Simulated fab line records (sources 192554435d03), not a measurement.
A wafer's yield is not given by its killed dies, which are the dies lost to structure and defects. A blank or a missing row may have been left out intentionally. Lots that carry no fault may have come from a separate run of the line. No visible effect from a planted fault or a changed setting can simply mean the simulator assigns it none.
fab line records	flow n5Finfet	part 1 of 2: steps 1 to 19 of 30
record: lots: 5	wafers: 15	lastDay: 16
route steps=1938 shown DUMMY_GATE@238 SPACER0@258 SD_EPI_N@262
lots with no fault: from the same line, run without faults
startH: the number of hours between the record's first day and the start of the first shown wafer of the lot	waitH: hours from the lot's prior step to this one	" the same as in the row above	L1.1+2: a single row standing in for several wafers	- no value, or no start was given	* or withheld: withheld	< > ~ a bound
route shown NAME@n: NAME is a module with steps in the file, n the number in the route of the first one	usual: the fault-free wafers' mean and standard deviation	same: alike in all rows	chamber/n: place in a boat	sites: readings site by site	_std_site: the standard deviation of these	_edge_site: the outer-site mean with the inner-site mean subtracted	radiusMm: for every site, how far away it sits from the centre of the wafer	mask NAME#n: copy n	behind: tool/chamber where the wafer was last shaped	hold: cause of the lot's hold/its duration in hours/its outcome	device: whichever transistor did not switch (one of n, p or np)	end of line: the same wafers' tests at the end of the route	where a step has no rows: the recipe by itself	killed: dies lost to structure and defects at the first sort, not the wafer's yield	map: a wafer's dies, x killed, . not, _ none there
set.NAME: setting as actually run; set.NAME@STEP: the setting as run at that earlier step	model.NAME: the simulator's own value behind a step, which no gauge read
certain route steps with their lots: each step a table, each wafer a row
services: from which hour (startH, from the record's first day; less than 0 if before it) a tool's chamber was out of use, for how many hours, and why
== steps ==
step: N5_DUMMY_GATE_STRIP_38
recipe: chemistry: N2/H2	tempC: 40	n2FlowSccm: 200	h2FlowSccm: 200	rfFrequencyHz: 6e+07
lot.wafer	tool	chamber	startH	waitH
L075.1+3+4	rieDiel-02	3,0,2	53.45	0.0
L079.2+4+6	rieDiel-04	0,2,1	77.16	0.0
L083.2+5+6	rieDiel-01	0,3,0	104.00	0.0
L086.1+3+6	rieDiel-04	1,0,0	127.65	0.0
L093.1+4+5	rieDiel-04	1,0,2	159.43	0.0
step: N5_DUMMY_GATE_STRIP_39
recipe: chemistry: N2/H2	tempC: 40	n2FlowSccm: 200	h2FlowSccm: 200	rfFrequencyHz: 6e+07
lot.wafer	tool	chamber	startH	waitH
L075.1+3+4	rieDiel-02	3,0,2	53.46	0.0
L079.2+4+6	rieDiel-04	0,2,1	77.17	0.0
L083.2+5+6	rieDiel-01	0,3,0	104.01	0.0
L086.1+3+6	rieDiel-04	1,0,0	127.66	0.0
L093.1+4+5	rieDiel-04	1,0,2	159.44	0.0
step: N5_DUMMY_GATE_TRIM_49
recipe: chemistry: O2	resist: SOC	timeS: 29	targetCdNm: 14	sourcePowerW: 300	biasPowerW: 0	O2_flow_sccm: 100	tempC: 20
usual: drypumpMotorCurrentA: 5.6/0.46	oesProductAu: 1.002/0.019	throttleValvePct: 8.15/0.16
lot.wafer	tool	chamber	startH	waitH	drypumpMotorCurrentA	oesProductAu	rfHoursCounterH	throttleValvePct
L075.1	rieSi-02	1	53.49	0.0	5.4	0.972	37	7.96
L075.3	"	0	"	"	5.3	0.984	201	8.10
L075.4	"	3	"	"	5.6	0.984	162	8.29
L079.2	rieSi-02	1	77.20	0.0	5.4	0.970	37	7.97
L079.4	"	1	"	"	5.4	0.977	-	7.98
L079.6	"	2	"	"	5.3	1.005	-	8.14
L083.2	rieSi-04	0	104.04	0.0	6.4	1.008	46	8.06
L083.5	"	0	"	"	6.3	1.008	-	8.06
L083.6	"	3	"	"	5.7	0.993	-	8.14
L086.1	rieSi-06	2	127.69	0.0	4.8	0.978	2	8.26
L086.3	"	1	"	"	5.4	0.977	117	8.24
L086.6	"	0	"	"	5.4	1.000	-	8.08
L093.1	rieSi-06	1	159.47	0.0	5.4	0.977	118	8.24
L093.4	"	0	"	"	5.5	1.011	132	8.07
L093.5	"	0	"	"	5.4	1.004	-	8.09
step: N5_DUMMY_GATE_STRIP_40
recipe: chemistry: CF4	resist: SiARC	powerW: 300	biasPowerW: 75	pressureMtorr: 50	cf4FlowSccm: 150	rfFrequencyHz: 6e+07
usual: drypumpMotorCurrentA: 5.9/0.57	oesProductAu: 0.80/0.078	rfVppV: 271.1/1.6	showerheadPlenumPTorr: 1.79/0.044	throttleValvePct: 13.49/0.21
lot.wafer	tool	chamber	startH	waitH	drypumpMotorCurrentA	oesProductAu	rfHoursCounterH	rfVppV	showerheadPlenumPTorr	throttleValvePct
L075.1	rieDiel-02	3	53.58	0.1	6.0	0.73	137	269.9	1.81	13.91
L075.3	"	0	"	"	5.6	0.70	207	271.2	1.82	13.74
L075.4	"	1	"	"	5.4	0.77	124	270.7	1.80	13.51
L079.2	rieDiel-04	2	77.30	0.1	5.7	0.75	134	270.1	1.74	13.45
L079.4	"	1	"	"	5.0	0.97	1	272.3	1.83	13.33
L079.6	"	1	"	"	5.0	0.96	-	270.4	1.83	13.32
L083.2	rieDiel-02	3	104.14	0.1	6.0	0.73	149	271.1	1.81	13.92
L083.5	"	0	"	"	5.6	0.70	-	271.7	1.81	13.78
L083.6	"	3	"	"	6.0	0.74	-	270.7	1.81	13.92
L086.1	rieDiel-02	3	127.92	0.2	6.0	0.72	158	270.9	1.81	13.93
L086.3	"	0	"	"	5.6	0.69	233	270.9	1.81	13.81
L086.6	"	2	"	"	6.2	0.95	-	271.8	1.92	13.31
L093.1	rieDiel-01	1	159.65	0.1	6.3	0.88	37	274.7	1.81	13.48
L093.4	"	3	"	"	6.2	0.74	175	271.0	1.78	13.38
L093.5	"	0	"	"	5.1	0.87	-	271.3	1.76	13.19
step: N5_DUMMY_GATE_CD_MEAS_50
recipe: targetCdNm: 14
usual: cdNm: 13.8/0.46
lot.wafer	tool	chamber	startH	waitH	cdNm
L075.1	cdSem-02	-	53.63	0.0	13.9
L075.3	"	-	"	"	13.9
L075.4	"	-	"	"	13.6
L079.2	cdSem-02	-	77.35	0.0	13.7
L079.4	"	-	"	"	13.9
L079.6	"	-	"	"	13.9
L083.2	cdSem-02	-	104.19	0.0	14.2
L083.5	"	-	"	"	14.4
L083.6	"	-	"	"	13.7
L086.1	cdSem-03	-	127.97	0.0	13.1
L086.3	"	-	"	"	13.8
L086.6	"	-	"	"	14.1
L093.1	cdSem-02	-	159.70	0.0	13.6
L093.4	"	-	"	"	14.6
L093.5	"	-	"	"	14.3
step: N5_DUMMY_GATE_ETCH_31
recipe: chemistry: C4F6/O2	target: SiO2	maskMaterial: SOC	targetDepthA: 825	timeS: 27.5	ionEnergyEv: 250	pressureMtorr: 30	sourceW: 345	biasW: 185	Ar_flow_sccm: 300	C4F6_flow_sccm: 10	O2_flow_sccm: 10
usual: drypumpMotorCurrentA: 6.0/0.53	mfcArSccm: 300.1/0.88	oesProductAu: 0.80/0.084	rfVppV: 663/20	showerheadPlenumPTorr: 2.84/0.091	throttleValvePct: 21.05/0.29
lot.wafer	tool	chamber	startH	waitH	drypumpMotorCurrentA	mfcArSccm	oesProductAu	rfHoursCounterH	rfVppV	showerheadPlenumPTorr	throttleValvePct
L075.1	rieDiel-02	0	53.68	0.0	5.6	300.5	0.71	207	632	2.93	21.38
L075.3	"	1	"	"	5.3	301.8	0.79	124	663	2.86	21.04
L075.4	"	2	"	"	6.2	301.3	0.68	235	640	2.70	21.23
L079.2	rieDiel-04	3	77.40	0.0	6.6	299.0	0.84	99	666	2.75	20.80
L079.4	"	0	"	"	6.1	300.5	0.75	149	713	2.96	21.23
L079.6	"	3	"	"	6.7	299.6	0.85	-	668	2.75	20.81
L083.2	rieDiel-01	1	104.24	0.0	6.4	300.7	0.91	18	634	2.93	21.40
L083.5	"	1	"	"	6.3	300.2	0.91	-	635	2.93	21.39
L083.6	"	0	"	"	5.1	300.4	0.94	-	672	2.77	20.65
L086.1	rieDiel-02	3	128.02	0.0	6.0	300.9	0.72	158	681	2.83	21.45
L086.3	"	1	"	"	5.3	300.3	0.77	150	665	2.85	21.06
L086.6	"	0	"	"	5.6	298.4	0.69	-	630	2.91	21.43
L093.1	rieDiel-01	3	159.77	0.1	6.3	299.3	0.73	175	655	2.81	20.76
L093.4	"	1	"	"	6.4	300.6	0.87	37	633	2.92	21.43
L093.5	"	2	"	"	6.8	300.0	0.79	-	675	2.74	20.65
step: N5_DUMMY_GATE_STRIP_41
recipe: chemistry: O2	powerW: 400	tempC: 40	pressureMtorr: 30	rfFrequencyHz: 6e+07	biasPowerW: 0	overashFraction: 0.3	o2FlowSccm: 225
usual: drypumpMotorCurrentA: 6.0/0.54	oesProductAu: 0.80/0.085	rfVppV: 3.7/0.45	showerheadPlenumPTorr: 2.10/0.063	throttleValvePct: 16.59/0.25
lot.wafer	tool	chamber	startH	waitH	drypumpMotorCurrentA	oesProductAu	rfHoursCounterH	rfVppV	showerheadPlenumPTorr	throttleValvePct
L075.1	rieDiel-02	0	53.73	0.0	5.6	0.71	207	3.0	2.16	16.92
L075.3	"	1	"	"	5.4	0.79	124	4.2	2.08	16.40
L075.4	"	2	"	"	6.2	0.68	235	3.5	1.98	16.80
L079.2	rieDiel-04	3	77.44	0.0	6.6	0.84	99	3.8	2.04	16.44
L079.4	"	0	"	"	6.1	0.76	149	3.6	2.17	16.63
L079.6	"	3	"	"	6.7	0.83	-	3.2	2.04	16.43
L083.2	rieDiel-01	1	104.29	0.0	6.3	0.92	18	3.6	2.14	16.70
L083.5	"	1	"	"	6.3	0.93	-	3.5	2.14	16.68
L083.6	"	0	"	"	5.1	0.95	-	3.7	2.07	16.31
L086.1	rieDiel-02	3	128.07	0.0	6.0	0.71	158	3.5	2.11	17.10
L086.3	"	1	"	"	5.4	0.76	150	3.6	2.07	16.43
L086.6	"	0	"	"	5.6	0.70	-	3.5	2.15	16.94
L093.1	rieDiel-01	3	159.81	0.0	6.3	0.74	175	3.1	2.10	16.51
L093.4	"	1	"	"	6.3	0.90	37	4.2	2.13	16.72
L093.5	"	2	"	"	6.8	0.80	-	3.9	2.03	16.31
step: N5_DUMMY_GATE_HM_OPEN_21
recipe: chemistry: CH3F/O2	target: SiNx	targetDepthA: 1200	Ar_flow_sccm: 150	CH3F_flow_sccm: 30	O2_flow_sccm: 23	timeS: 171.4	pressureMtorr: 30	sourceW: 395	biasW: 73	ionEnergyEv: 120.7
usual: drypumpMotorCurrentA: 6.0/0.54	mfcArSccm: 150.1/0.49	oesProductAu: 0.79/0.083	rfVppV: 298/8.9	showerheadPlenumPTorr: 2.02/0.066	throttleValvePct: 16.36/0.26
lot.wafer	tool	chamber	startH	waitH	drypumpMotorCurrentA	mfcArSccm	oesProductAu	rfHoursCounterH	rfVppV	showerheadPlenumPTorr	throttleValvePct
L075.1	rieDiel-02	0	53.77	0.0	5.6	149.2	0.71	207	284	2.08	16.72
L075.3	"	1	"	"	5.4	150.6	0.79	124	299	2.03	16.34
L075.4	"	2	"	"	6.2	150.1	0.68	235	290	1.91	16.59
L079.2	rieDiel-04	3	77.48	0.0	6.6	150.5	0.83	99	301	1.95	16.12
L079.4	"	0	"	"	6.1	149.4	0.75	149	319	2.10	16.48
L079.6	"	3	"	"	6.7	150.3	0.84	-	300	1.95	16.12
L083.2	rieDiel-01	1	104.33	0.0	6.4	149.9	0.90	18	286	2.08	16.54
L083.5	"	1	"	"	6.3	150.6	0.90	-	284	2.08	16.54
L083.6	"	0	"	"	5.1	150.2	0.93	-	303	1.97	15.97
L086.1	rieDiel-02	3	128.11	0.0	6.0	149.9	0.72	158	305	2.01	16.77
L086.3	"	1	"	"	5.4	150.3	0.77	150	299	2.02	16.39
L086.6	"	0	"	"	5.5	149.5	0.69	-	284	2.07	16.76
L093.1	rieDiel-01	3	159.85	0.0	6.2	150.2	0.73	175	295	2.00	16.20
L093.4	"	1	"	"	6.3	150.8	0.88	37	285	2.07	16.58
L093.5	"	2	"	"	6.8	149.3	0.80	-	302	1.94	16.03
step: N5_DUMMY_GATE_ETCH_32
recipe: chemistry: CF4	target: SiO2	targetDepthA: 35	timeS: 3.9	ionEnergyEv: 350	pressureMtorr: 10	icpW: 800	biasW: 400	cf4FlowSccm: 80
usual: drypumpMotorCurrentA: 5.5/0.5	oesProductAu: 0.997/0.021	throttleValvePct: 21.7/0.34
lot.wafer	tool	chamber	startH	waitH	drypumpMotorCurrentA	oesProductAu	rfHoursCounterH	throttleValvePct
L075.1	rieSi-04	1	53.93	0.1	6.0	0.994	58	21.4
L075.3	"	2	"	"	6.2	1.036	121	22.2
L075.4	"	3	"	"	5.7	0.963	166	21.6
L079.2	rieSi-06	0	77.64	0.1	5.5	1.018	130	21.2
L079.4	"	3	"	"	4.8	1.027	71	22.2
L079.6	"	3	"	"	4.8	1.021	-	22.2
L083.2	rieSi-06	3	104.49	0.1	4.8	1.016	71	22.2
L083.5	"	3	"	"	4.8	1.014	-	22.2
L083.6	"	0	"	"	5.4	1.002	-	21.2
L086.1	rieSi-02	0	128.27	0.1	5.3	0.987	0	21.4
L086.3	"	1	"	"	5.4	0.967	38	21.4
L086.6	"	2	"	"	5.3	0.975	-	21.7
L093.1	rieSi-04	3	160.02	0.1	5.6	0.966	168	21.6
L093.4	"	0	"	"	6.4	0.995	47	21.7
L093.5	"	3	"	"	5.7	0.967	-	21.6
step: N5_DUMMY_GATE_ETCH_23
recipe: chemistry: HBr/Cl2/O2	HBr_flow_sccm: 150	Cl2_flow_sccm: 80	O2_flow_sccm: 12	biasW: 102	targetDepthA: 410	timeS: 22.3	target: poly-Si	maskMaterial: SiO2	pressureMtorr: 10	icpW: 800
usual: drypumpMotorCurrentA: 5.5/0.5	oesProductAu: 1.001/0.017	throttleValvePct: 37.1/0.47
lot.wafer	tool	chamber	startH	waitH	drypumpMotorCurrentA	oesProductAu	rfHoursCounterH	throttleValvePct
L075.1	rieSi-04	1	53.96	0.0	6.0	0.999	58	36.2
L075.3	"	2	"	"	6.2	1.021	121	37.7
L075.4	"	3	"	"	5.7	0.982	166	36.9
L079.2	rieSi-06	0	77.68	0.0	5.5	1.017	130	36.7
L079.4	"	3	"	"	4.8	1.029	71	37.6
L079.6	"	3	"	"	4.8	1.018	-	37.6
L083.2	rieSi-06	3	104.52	0.0	4.8	1.018	71	37.6
L083.5	"	3	"	"	4.8	1.018	-	37.6
L083.6	"	0	"	"	5.5	1.013	-	36.7
L086.1	rieSi-02	0	128.30	0.0	5.3	0.978	0	36.3
L086.3	"	1	"	"	5.4	0.978	38	37.2
L086.6	"	2	"	"	5.3	0.995	-	37.0
L093.1	rieSi-04	3	160.05	0.0	5.7	0.988	168	36.9
L093.4	"	0	"	"	6.4	1.008	47	37.4
L093.5	"	3	"	"	5.7	0.978	-	36.9
step: N5_DUMMY_GATE_ETCH_44
recipe: chemistry: HBr/O2	overEtchFrac: 0.7	targetDepthA: 1275	stopOn: SiO2	ionEnergyEv: 60	biasW: 20	target: poly-Si	maskMaterial: SiO2	pressureMtorr: 20	icpW: 400	HBr_flow_sccm: 120	O2_flow_sccm: 10
usual: drypumpMotorCurrentA: 5.5/0.5	oesProductAu: 0.734/0.013	throttleValvePct: 18.48/0.23
lot.wafer	tool	chamber	startH	waitH	drypumpMotorCurrentA	oesProductAu	rfHoursCounterH	throttleValvePct
L075.1	rieSi-04	1	54.02	0.0	6.1	0.745	58	18.07
L075.3	"	2	"	"	6.2	0.729	121	18.84
L075.4	"	3	"	"	5.7	0.725	166	18.54
L079.2	rieSi-06	0	77.73	0.0	5.4	0.739	130	18.42
L079.4	"	3	"	"	4.8	0.745	71	18.84
L079.6	"	3	"	"	4.8	0.742	-	18.84
L083.2	rieSi-06	3	104.58	0.0	4.8	0.733	71	18.86
L083.5	"	3	"	"	4.8	0.756	-	18.84
L083.6	"	0	"	"	5.4	0.729	-	18.43
L086.1	rieSi-02	0	128.36	0.0	5.3	0.733	0	18.03
L086.3	"	1	"	"	5.4	0.723	38	18.40
L086.6	"	2	"	"	5.3	0.740	-	18.33
L093.1	rieSi-04	3	160.10	0.0	5.7	0.732	168	18.55
L093.4	"	0	"	"	6.4	0.732	47	18.41
L093.5	"	3	"	"	5.6	0.736	-	18.56
step: N5_DUMMY_GATE_CD_MEAS_24
recipe: targetCdNm: 15
usual: cdNm: 14.7/0.5
lot.wafer	tool	chamber	startH	waitH	cdNm
L075.1	cdSem-01	-	54.13	0.1	14.5
L075.3	"	-	"	"	14.7
L075.4	"	-	"	"	14.7
L079.2	cdSem-01	-	77.85	0.1	14.8
L079.4	"	-	"	"	14.1
L079.6	"	-	"	"	14.7
L083.2	cdSem-03	-	104.69	0.1	14.6
L083.5	"	-	"	"	14.8
L083.6	"	-	"	"	15.0
L086.1	cdSem-03	-	128.47	0.1	14.3
L086.3	"	-	"	"	14.5
L086.6	"	-	"	"	15.0
L093.1	cdSem-03	-	160.21	0.1	15.0
L093.4	"	-	"	"	15.5
L093.5	"	-	"	"	15.5
step: N5_DUMMY_GATE_ETCH_42
recipe: chemistry: CHF3/O2	target: SiO2	targetDepthA: 35	timeS: 31	ionEnergyEv: 30	biasW: 12	pressureMtorr: 30	sourceW: 600	Ar_flow_sccm: 200	CHF3_flow_sccm: 50	O2_flow_sccm: 5
usual: drypumpMotorCurrentA: 6.0/0.55	mfcArSccm: 200.1/0.57	oesProductAu: 0.80/0.082	rfVppV: 42.1/1.1	showerheadPlenumPTorr: 2.40/0.078	throttleValvePct: 18.65/0.28
lot.wafer	tool	chamber	startH	waitH	drypumpMotorCurrentA	mfcArSccm	oesProductAu	rfHoursCounterH	rfVppV	showerheadPlenumPTorr	throttleValvePct
L075.1	rieDiel-01	2	54.42	0.3	6.8	198.7	0.83	87	41.5	2.33	18.23
L075.3	"	3	"	"	6.3	199.0	0.76	142	41.6	2.40	18.40
L075.4	"	3	"	"	6.3	198.6	0.77	-	41.3	2.40	18.40
L079.2	rieDiel-01	2	77.89	0.0	6.8	199.3	0.81	94	42.6	2.32	18.26
L079.4	"	0	"	"	5.1	200.8	0.97	5	42.2	2.35	18.24
L079.6	"	3	"	"	6.3	199.2	0.76	-	40.5	2.39	18.42
L083.2	rieDiel-02	1	104.74	0.0	5.4	200.1	0.76	140	43.6	2.42	18.69
L083.5	"	1	"	"	5.4	200.6	0.77	-	42.2	2.42	18.70
L083.6	"	3	"	"	6.0	200.0	0.72	-	42.3	2.40	19.04
L086.1	rieDiel-04	0	128.52	0.0	6.1	199.2	0.72	163	43.0	2.50	18.88
L086.3	"	1	"	"	5.0	199.5	0.91	15	42.6	2.47	18.73
L086.6	"	0	"	"	6.1	200.6	0.73	-	45.2	2.50	18.87
L093.1	rieDiel-02	3	160.26	0.0	6.0	200.1	0.71	170	43.1	2.39	19.09
L093.4	"	2	"	"	6.2	200.2	0.92	-	41.3	2.56	18.58
L093.5	"	0	"	"	5.6	200.3	0.69	-	41.2	2.46	19.10
step: N5_DUMMY_GATE_STRIP_48
recipe: chemistry: N2/H2	timeS: 20	powerW: 100	tempC: 40	pressureMtorr: 100	rfFrequencyHz: 6e+07	biasPowerW: 3	n2FlowSccm: 300	h2FlowSccm: 300
usual: drypumpMotorCurrentA: 6.0/0.55	oesProductAu: 0.80/0.083	rfVppV: 45.2/0.9	showerheadPlenumPTorr: 3.37/0.1	throttleValvePct: 12.11/0.26
lot.wafer	tool	chamber	startH	waitH	drypumpMotorCurrentA	oesProductAu	rfHoursCounterH	rfVppV	showerheadPlenumPTorr	throttleValvePct
L075.1	rieDiel-01	2	54.47	0.0	6.8	0.84	87	44.7	3.31	11.94
L075.3	"	3	"	"	6.3	0.76	142	46.3	3.35	11.80
L075.4	"	3	"	"	6.3	0.77	-	45.1	3.35	11.77
L079.2	rieDiel-01	2	77.94	0.0	6.8	0.82	94	44.8	3.30	11.96
L079.4	"	0	"	"	5.1	0.97	5	45.4	3.32	11.83
L079.6	"	3	"	"	6.4	0.76	-	44.2	3.34	11.82
L083.2	rieDiel-02	1	104.79	0.0	5.4	0.77	140	45.5	3.39	12.17
L083.5	"	1	"	"	5.3	0.77	-	45.1	3.39	12.17
L083.6	"	3	"	"	6.0	0.71	-	45.1	3.36	12.42
L086.1	rieDiel-04	0	128.57	0.0	6.1	0.74	163	45.4	3.52	12.38
L086.3	"	1	"	"	5.0	0.90	15	44.7	3.48	12.10
L086.6	"	0	"	"	6.1	0.74	-	43.9	3.52	12.37
L093.1	rieDiel-02	3	160.31	0.0	6.0	0.70	170	44.4	3.35	12.45
L093.4	"	2	"	"	6.2	0.93	-	45.5	3.57	11.82
L093.5	"	0	"	"	5.6	0.69	-	43.7	3.49	12.71
step: N5_DUMMY_GATE_PRECLEAN_33
recipe: chemistry: dHF	timeS: 10	dilution: 750:1	tempC: 25
lot.wafer	tool	chamber	startH	waitH
L075.1+3+4	wetBench-04	0,2,5	54.55	0.1
L079.2+4+6	wetBench-06	5,1,7	78.02	0.1
L083.2+5+6	wetBench-04	7,3,6	104.88	0.1
L086.1+3+6	wetBench-06	6,2,0	128.66	0.1
L093.1+4+5	wetBench-04	2,3,4	160.39	0.1
step: N5_DUMMY_GATE_PRECLEAN_25
recipe: chemistry: O3/DIW	timeS: 45	tempC: 22	o3Ppm: 10
lot.wafer	tool	chamber	startH	waitH
L075.1+3+4	wetBench-04	0,2,5	54.56	0.0
L079.2+4+6	wetBench-06	5,1,7	78.03	0.0
L083.2+5+6	wetBench-04	7,3,6	104.88	0.0
L086.1+3+6	wetBench-06	6,2,0	128.67	0.0
L093.1+4+5	wetBench-04	2,3,4	160.40	0.0
step: N5_DUMMY_GATE_PRECLEAN_51
recipe: chemistry: SC2	timeS: 45	tempC: 35	mix: 1:1:50
lot.wafer	tool	chamber	startH	waitH
L075.1+3+4	wetBench-04	0,2,5	54.57	0.0
L079.2+4+6	wetBench-06	5,1,7	78.04	0.0
L083.2+5+6	wetBench-04	7,3,6	104.89	0.0
L086.1+3+6	wetBench-06	6,2,0	128.68	0.0
L093.1+4+5	wetBench-04	2,3,4	160.41	0.0
step: N5_DUMMY_GATE_SRD_26
recipe: dry: ipaMarangoni	timeS: 30	tempC: 23	rinseLiquid: diw
lot.wafer	tool	chamber	startH	waitH
L075.1+3+4	wetBench-04	0,2,5	54.58	0.0
L079.2+4+6	wetBench-06	5,1,7	78.05	0.0
L083.2+5+6	wetBench-04	7,3,6	104.91	0.0
L086.1+3+6	wetBench-06	6,2,0	128.69	0.0
L093.1+4+5	wetBench-04	2,3,4	160.42	0.0
step: N5_DUMMY_GATE_UV_OZONE_45
recipe: timeS: 120	pressureTorr: 760	tempC: 25
lot.wafer	tool	chamber	startH	waitH
L075.1+3+4	wetBench-04	0,2,5	54.60	0.0
L079.2+4+6	wetBench-06	5,1,7	78.07	0.0
L083.2+5+6	wetBench-04	7,3,6	104.92	0.0
L086.1+3+6	wetBench-06	6,2,0	128.71	0.0
L093.1+4+5	wetBench-04	2,3,4	160.44	0.0
